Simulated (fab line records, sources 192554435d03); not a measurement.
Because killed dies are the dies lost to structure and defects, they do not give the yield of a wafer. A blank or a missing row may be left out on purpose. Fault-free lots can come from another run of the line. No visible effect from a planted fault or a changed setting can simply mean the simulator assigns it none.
Matching of chambers + flow n5_finfet + 4 sister chambers for N5_GATE_CUT_CMP_61 on cmp-04
The step polishes, stops on SiNx, t overpolish 3 s. 4 wafers are shown with their chamber, then 12 later ones without.

WAFERS PAIRED WITH THEIR CHAMBERS
| wafer  | chamber | motor_current_A (A) |
|--------|---------|---------------------|
| L088.1 | 0       | 13.5                |
| L092.1 | 1       | 11.3                |
| L092.4 | 2       | 9.5                 |
| L092.5 | 3       | 10.0                |

WAFERS WHOSE CHAMBER IS MISSING
| wafer  | motor_current_A (A) |
|--------|---------------------|
| L094.1 | 10.5                |
| L094.5 | 9.9                 |
| L094.6 | 10.4                |
| L095.3 | 10.2                |
| L095.5 | 9.9                 |
| L095.6 | 10.9                |
| L096.1 | 13.0                |
| L096.3 | 10.4                |
| L096.5 | 12.9                |
| L097.2 | 12.9                |
| L097.4 | 11.1                |
| L097.6 | 9.8                 |

THE CHAMBER EACH PASSED THROUGH
| wafer  | from the rows above          | in truth |
|--------|------------------------------|----------|
| L094.1 | can't be placed: 3 or 1 or 2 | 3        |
| L094.5 | can't be placed: 3 or 2      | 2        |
| L094.6 | can't be placed: 3 or 1 or 2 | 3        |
| L095.3 | can't be placed: 3 or 2      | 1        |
| L095.5 | can't be placed: 3 or 2      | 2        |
| L095.6 | can't be placed: 1 or 3      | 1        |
| L096.1 | 0                            | 0        |
| L096.3 | can't be placed: 3 or 1 or 2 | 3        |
| L096.5 | 0                            | 0        |
| L097.2 | 0                            | 0        |
| L097.4 | 1                            | 1        |
| L097.6 | can't be placed: 3 or 2      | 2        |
Placed correctly: 4 of 12. From these rows, 8 cannot be placed; in 7 the true chamber is one of the candidates. Number placed wrongly: 0.
How it was worked out, from the rows above alone: a wafer's distance from a chamber is the root of the sum, over the readings, of the square of ((its reading less the chamber's mean) divided by the reading's scatter). The wafer belongs to the nearest chamber; if the next one is less than 2 further off, it can't be placed. For every chamber, the mean is computed from those of its wafers that are shown. The scatter (one wafer shown for each chamber): square how far every hidden wafer sits from the nearest shown wafer, average those squares and take the square root.
